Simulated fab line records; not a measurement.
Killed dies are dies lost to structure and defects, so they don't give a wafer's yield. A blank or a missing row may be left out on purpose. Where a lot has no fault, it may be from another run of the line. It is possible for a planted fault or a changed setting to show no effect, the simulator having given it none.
fab line records | flow n5-finfet
record: lots: 4 wafers: 12 last-day: 16
route steps=1938 shown BEOL_M4@1021 PASSIVATION@1936
lots with no fault: from the same line, run without faults
start-h: the number of hours between the record's first day and the start of the first shown wafer of the lot | wait-h: hours from the lot's prior step to this one | " same as the row above | L1.1+2: several wafers, shown together as one row | - either no value or no given start | * or withheld: withheld | < > ~ a bound
route shown NAME@n: a module of which the file shows steps, and the number in the route of the first | usual: average and standard deviation across the fault-free wafers | same: alike in all rows | chamber/n: place in a boat | sites: readings site by site | _std_site: the standard deviation of these | _edge_site: outer sites' mean less inner sites' | radius-mm: for every site, how far away it sits from the centre of the wafer | mask NAME#n: copy n | behind: the most recent tool/chamber to have shaped the wafer | hold: the reason the lot was held/the length of the hold in hours/how it ended | device: whichever transistor did not switch (one of n, p or np) | end of line: tests run on the same wafers once the route is complete | step lacking rows: just its recipe | killed: the dies lost at the first sort to structure and to defects; this is not the yield of the wafer | map: the dies of a wafer, with x for killed, . for not killed, _ for no die there
set.NAME: setting as actually run; set.NAME@STEP: the setting as run at that earlier step | model.NAME: the simulator's own value behind a step, which no gauge read
lots seen at some steps along the route; tables by step, rows by wafer
services: from which hour (start-h, from the record's first day; less than 0 if before it) a tool's chamber was out of use, for how many hours, and why
== steps ==
step: N5_BEOL_M4_ILD_DEP_00
recipe: material: SiOC target-thk-a: 790 temp-c: 350 precursor: DEMS/O2 pressure-torr: 5 rf-w: 500 time-s: 15.3
step: N5_BEOL_M4_PECVD_72
recipe: material: SiO2 target-thk-a: 160 temp-c: 400 precursor: TEOS/O2 pressure-torr: 5.5 rf-w: 450 teos-flow-sccm: 53.8 gas: O2 flow-sccm: 3000 time-s: 18
step: N5_BEOL_M4_HM_DEP_02
recipe: material: TiN target-thk-a: 200 temp-c: 25 chamber-pressure-pa: 0.49996
step: N5_BEOL_M4_COAT_61
recipe: resist: SOC temp-c: 250 time-s: 60 spin-rpm: 1500 resist-thk-nm: 60
step: N5_BEOL_M4_COAT_62
recipe: resist: SiARC temp-c: 220 time-s: 60 spin-rpm: 1500 resist-thk-nm: 12
step: N5_BEOL_M4_COAT_73
recipe: resist: underlayer temp-c: 205 time-s: 60 spin-rpm: 1500 resist-thk-nm: 5
step: N5_BEOL_M4_COAT_05
recipe: resist: CAR-EUV spin-rpm: 1500 resist-thk-nm: 30
step: N5_BEOL_M4_EBR_07
recipe: solvent: PGMEA ebr-width-mm: 1.5
step: N5_BEOL_M4_SOFTBAKE_06
recipe: temp-c: 110 time-s: 60 resist: CAR-EUV
step: N5_BEOL_M4_EXPOSE_08
recipe: mask-id: M4 na: 0.33 source-shape: dipole sigma-inner: 0.369 sigma-outer: 0.767 polarization: unpolarized dose-mj: 41.25
usual: stage-msd-nm: 0.92/0.047
columns lot.wafer tool chamber start-h wait-h mask stage-msd-nm
L283.4 euv-scanner-02 0 154.54 - M4#0 0.87
L283.5 " 0 " " M4#0 0.87
L283.6 " 0 " " M4#0 0.87
L289.1 euv-scanner-01 0 194.72 - M4#0 0.96
L289.4 " 0 " " M4#0 0.96
L289.5 " 0 " " M4#0 0.96
L297.1 euv-scanner-02 0 239.95 - M4#0 0.86
L297.4 " 0 " " M4#0 0.86
L297.6 " 0 " " M4#0 0.86
L301.3 euv-scanner-02 0 259.87 - M4#0 0.87
L301.5 " 0 " " M4#0 0.87
L301.6 " 0 " " M4#0 0.87
step: N5_BEOL_M4_PEB_09
recipe: peb-temp-c: 100 peb-time-s: 60 resist: CAR-EUV
step: N5_BEOL_M4_DEVELOP_10
recipe: develop-time-s: 30 developer: TMAH resist: CAR-EUV rinse-liquid: surfactant-rinse dry: air-spin dev-temp-c: 23
step: N5_BEOL_M4_DESCUM_16
recipe: chemistry: O2 time-s: 7 source-power-w: 50 bias-power-w: 20 pressure-mtorr: 20 rf-frequency-hz: 2.712e+07 temp-c: 40 resist: CAR-EUV o2-flow-sccm: 225
step: N5_BEOL_M4_ETCH_74
recipe: chemistry: N2/H2 target: underlayer target-depth-a: 65 mask-material: CAR-EUV time-s: 5.2 ion-energy-ev: 200 pressure-mtorr: 30 source-w: 840 bias-w: 150 n2-flow-sccm: 200 h2-flow-sccm: 200 ends: cleared
step: N5_BEOL_M4_ETCH_63
recipe: chemistry: CF4 target: SiARC target-depth-a: 156 mask-material: CAR-EUV time-s: 26 ion-energy-ev: 80 pressure-mtorr: 40 source-w: 545 bias-w: 36 Ar_flow_sccm: 100 cf4-flow-sccm: 100 ends: cleared
step: N5_BEOL_M4_ETCH_64
recipe: chemistry: N2/H2 target: SOC target-depth-a: 750 overetch-a: 225 mask-material: SiARC temp-c: 40 time-s: 121.9 ion-energy-ev: 200 pressure-mtorr: 30 source-w: 840 bias-w: 150 n2-flow-sccm: 200 h2-flow-sccm: 200
step: N5_BEOL_M4_STRIP_65
recipe: chemistry: N2/H2 temp-c: 40 n2-flow-sccm: 200 h2-flow-sccm: 200 rf-frequency-hz: 6e+07
step: N5_BEOL_M4_STRIP_75
recipe: chemistry: N2/H2 temp-c: 40 n2-flow-sccm: 200 h2-flow-sccm: 200 rf-frequency-hz: 6e+07
step: N5_BEOL_M4_STRIP_66
recipe: chemistry: CF4 resist: SiARC power-w: 300 bias-power-w: 75 pressure-mtorr: 50 cf4-flow-sccm: 150 rf-frequency-hz: 6e+07
step: N5_BEOL_M4_HM_OPEN_17
recipe: chemistry: Cl2/BCl3 target-depth-a: 200 overetch-a: 60 target: TiN mask-material: SOC ion-energy-ev: 150 pressure-mtorr: 10 icp-w: 1000 bias-w: 126 Cl2_flow_sccm: 53.25 bcl3-flow-sccm: 21.75 Ar_flow_sccm: 25
step: N5_BEOL_M4_STRIP_19
recipe: chemistry: O2 power-w: 400 temp-c: 40 pressure-mtorr: 30 rf-frequency-hz: 6e+07 bias-power-w: 0 overash-fraction: 0.2 o2-flow-sccm: 225
step: N5_BEOL_M4_COAT_67
recipe: resist: SOC temp-c: 250 time-s: 60 spin-rpm: 1500 resist-thk-nm: 60
step: N5_BEOL_M4_COAT_68
recipe: resist: SiARC temp-c: 220 time-s: 60 spin-rpm: 1500 resist-thk-nm: 12
step: N5_BEOL_M4_COAT_76
recipe: resist: underlayer temp-c: 205 time-s: 60 spin-rpm: 1500 resist-thk-nm: 5
step: N5_BEOL_M4_COAT_22
recipe: resist: CAR-EUV spin-rpm: 1500 resist-thk-nm: 30
step: N5_BEOL_M4_EBR_24
recipe: solvent: PGMEA ebr-width-mm: 1.5
step: N5_BEOL_M4_SOFTBAKE_23
recipe: temp-c: 110 time-s: 60 resist: CAR-EUV
step: N5_BEOL_M4_EXPOSE_25
recipe: mask-id: V3 na: 0.33 source-shape: quasar sigma-inner: 0.2 sigma-outer: 0.8 polarization: unpolarized defocus-nm: 5 dose-mj: 63
step: N5_BEOL_M4_PEB_26
recipe: peb-temp-c: 100 peb-time-s: 60 resist: CAR-EUV
step: N5_BEOL_M4_DEVELOP_27
recipe: develop-time-s: 30 developer: TMAH resist: CAR-EUV rinse-liquid: surfactant-rinse dry: air-spin dev-temp-c: 23
step: N5_BEOL_M4_DESCUM_33
recipe: chemistry: O2 time-s: 7 source-power-w: 50 bias-power-w: 20 pressure-mtorr: 20 rf-frequency-hz: 2.712e+07 temp-c: 40 resist: CAR-EUV o2-flow-sccm: 225
step: N5_BEOL_M4_ETCH_77
recipe: chemistry: N2/H2 target: underlayer target-depth-a: 65 mask-material: CAR-EUV time-s: 5.2 ion-energy-ev: 200 pressure-mtorr: 30 source-w: 840 bias-w: 150 n2-flow-sccm: 200 h2-flow-sccm: 200 ends: cleared
step: N5_PASSIVATION_PROBE_49
usual: defect-limited-yield: 91.3/1.5 killed_at_M0_to_M3: 33/12 killed_at_M4_up: 13/5.2 killed-at-contacts: 13/6.7 killed-at-front-end: 40/11 killed-at-other: 4.1/2.7 killed-dies: 103/17 killed-open: 69/13 killed-short: 33/8.4 sort_bin_5_function: 5.1/1 sort_bin_6_memory: 3.2/0.62 sort-n-pass: 1077/17 sort-yield-pct: 91.3/1.5
same: gross-dies: 1180 killed-at-back-side: 0 sort_bin_4_leakage[%]: 0 sort_bin_8_speed[%]: 0
columns lot.wafer tool chamber start-h wait-h defect-limited-yield[%] killed_at_M0_to_M3 killed_at_M4_up killed-at-contacts killed-at-front-end killed-at-other killed-dies killed-open killed-short sort_bin_5_function[%] sort_bin_6_memory[%] sort-n-pass sort-yield-pct[%]
L283.4 prober-01 - 270.72 0.2 91.0 32 20 16 35 3 106 77 27 4.2 4.5 1074 91.0
L283.5 prober-01 - 270.77 0.2 92.1 37 7 7 41 1 93 69 23 4.2 3.6 1087 92.1
L283.6 prober-01 - 270.82 0.3 93.4 19 22 6 26 5 78 51 25 3.7 2.9 1102 93.4
L297.1 prober-02 - 363.70 0.0 88.5 39 32 14 45 6 136 74 38 5.9 5.3 1044 88.5
L297.6 prober-02 - 363.95 0.3 89.7 28 42 11 37 4 122 67 26 5.4 4.7 1058 89.7
L301.6 prober-01 - 390.97 0.3 89.2 31 31 10 53 2 127 80 29 6.1 4.1 1053 89.2
killed by level:class
L283.4 BEOL_M4:geometric-particle:open=13 MOL_CONTACT_COAG:geometric-particle:open=12 BEOL_M0_SAQP:geometric-particle:open=11 FIN_SAQP:geometric-particle:open=10 BEOL_M0_SAQP:geometric-particle:short=9 FIN_SAQP:geometric-particle:short=5 STI_FIN_REVEAL:geometric-particle:open=5 BEOL_M1:geometric-particle:open=5
L283.5 BEOL_M0_SAQP:geometric-particle:open=12 BEOL_M3:geometric-particle:open=12 FIN_SAQP:geometric-particle:open=9 FIN_SAQP:geometric-particle:short=7 MOL_CONTACT_COAG:geometric-particle:open=7 STI_FIN_REVEAL:geometric-particle:open=6 BEOL_M0_SAQP:geometric-particle:short=6 BEOL_M2:geometric-particle:open=4
L283.6 BEOL_M4:geometric-particle:open=12 FIN_SAQP:geometric-particle:open=7 FIN_SAQP:geometric-particle:short=7 MOL_CONTACT_COAG:geometric-particle:open=5 STARTING-WAFER:geometric-particle:open=5 BEOL_M0_SAQP:geometric-particle:short=4 BEOL_M2:geometric-particle:open=4 BEOL_M3:geometric-particle:open=3
L297.1 BEOL_M4:area-expose=24 STI_FIN_REVEAL:geometric-particle:open=15 MOL_CONTACT_COAG:geometric-particle:open=12 BEOL_M3:geometric-particle:open=9 FIN_SAQP:geometric-particle:open=7 BEOL_M0_SAQP:geometric-particle:short=6 GATE_CUT:geometric-particle:short=5 BEOL_M3:geometric-particle:short=5
L297.6 BEOL_M4:area-expose=27 FIN_SAQP:geometric-particle:open=12 MOL_CONTACT_COAG:geometric-particle:open=9 DUMMY_GATE:geometric-particle:open=7 BEOL_M3:geometric-particle:open=7 BEOL_M5:geometric-particle:open=7 FIN_SAQP:geometric-particle:short=4 STI_FIN_REVEAL:geometric-particle:open=4
L301.6 BEOL_M4:area-expose=18 STI_FIN_REVEAL:geometric-particle:open=14 FIN_SAQP:geometric-particle:open=11 MOL_CONTACT_COAG:geometric-particle:open=10 BEOL_M3:geometric-particle:open=7 DUMMY_GATE:geometric-particle:open=6 BEOL_M0_SAQP:geometric-particle:short=6 BEOL_M0:geometric-particle:open=5
map L297.1 (x killed, . not)
_________________............________________
______________........x...x....._____________
___________........x...x........x..__________
__________x...............x........x_________
________xx..........x....x............_______
_______..........x.........x........x..______
______x...............x.............x.xx_____
_____.........x.........x.......x........____
____.............x.......x..x....x..x.....___
___.........x......x...x.....xx.....x......__
___x.........x..............x..........x...__
__.x....x......x......x.........x.....x....._
__........x...x...........x...........x....._
_...x.x................x.............x....x..
_......x..x.............x...x........x.......
_...........x..........xx.................x..
_.x........x...xx........................x..x
_.x..x..x......x..x...x......................
_............x.................x....xx.......
_...x........x.x................x........xx..
_....x..x........x.....xx..................xx
__.................x.....x....x......x......_
__.........x.....x..........x...xx.........._
___...x.x............x...............x.x..x__
___..........x...x.........................__
____...x.............x...............x..x.___
_____...........x...............x.....xx.____
______..........x............x.........._____
_______.....................x....x.....______
________..x..x..x..............x..x..._______
__________.......xx.......x.......x._________
___________....xxx.........x...x...__________
______________.....x............_____________
_________________...x........________________
map L301.6 (x killed, . not)
_________________........x...________________
______________.......x......x..._____________
___________..............x.x..x....__________
__________.x............x........x.._________
________..............x...........x.x._______
_______...............x.....x..........______
______....................x............._____
_____.x....x..............x...x.....x.x..____
____...x...........x.........x...x........___
___......................................x.__
___x...xx.x.......................x.x..x...__
__....x....x.................xx......x......_
__......x.x..x.x......x..x........x.x.x...xx_
_.......x....xx.....x............x....x......
_............xx.....x....................x...
_......x.....................................
_x.....x....x................x........x......
_x.........xx..........................x.x...
_..x........x..x...............x....x........
_......................xx...x................
_............................................
__.x..x.........x.......x...x............x.._
__........x....x.....................x...x.._
___......x..x..................x.xx..x...x.__
___....x..............................x....__
____................x.............x.......___
_____.......x......xxx...x...............____
______..x.................x............._____
_______...x......x........x.....x......______
________..x.....x..x...x.xxx......x..x_______
__________...........x.......x......_________
___________..........x.............__________
______________.....x.....x.x...x_____________
_________________...........x________________
== services ==
columns tool chamber start-h hours kind
euv-scanner-01 - 131.15 0.2 repair
euv-scanner-02 - 135.17 6.8 repair
euv-scanner-02 - 158.79 1.0 pm
euv-scanner-02 0 165.80 - calibration
euv-scanner-01 - 170.04 1.0 pm
euv-scanner-01 - 175.00 4.6 pm
euv-scanner-02 - 184.17 12.2 repair
euv-scanner-01 - 203.26 17.3 pm
euv-scanner-01 - 224.92 2.9 repair
euv-scanner-02 - 227.82 1.0 pm
euv-scanner-01 - 228.83 1.0 pm
euv-scanner-01 - 236.12 0.6 repair
euv-scanner-02 - 244.40 4.6 pm
== key ==
first-sign: step: N5_PASSIVATION_PROBE_49 reading: killed_at_M4_up direction: up sigmas: 4.2 usual: 13 struck: 35
effect: step: N5_PASSIVATION_PROBE_49 reading: sort_bin_6_memory direction: up sigmas: 2.3 usual: 3.2 struck: 4.7 wafers-moved: 1
met-at N5_BEOL_M4_EXPOSE_08
struck-wafers L297.1,L297.6,L301.6
onset-between 154.54 239.95
fault: kind: process-parameter-drift tool: euv-scanner-02 chamber: - onset-h: 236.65 steps: N5_BEOL_M4_EXPOSE_08 channel: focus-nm offset: 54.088 shape: step end-h: 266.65 scope: struck-wafers-only
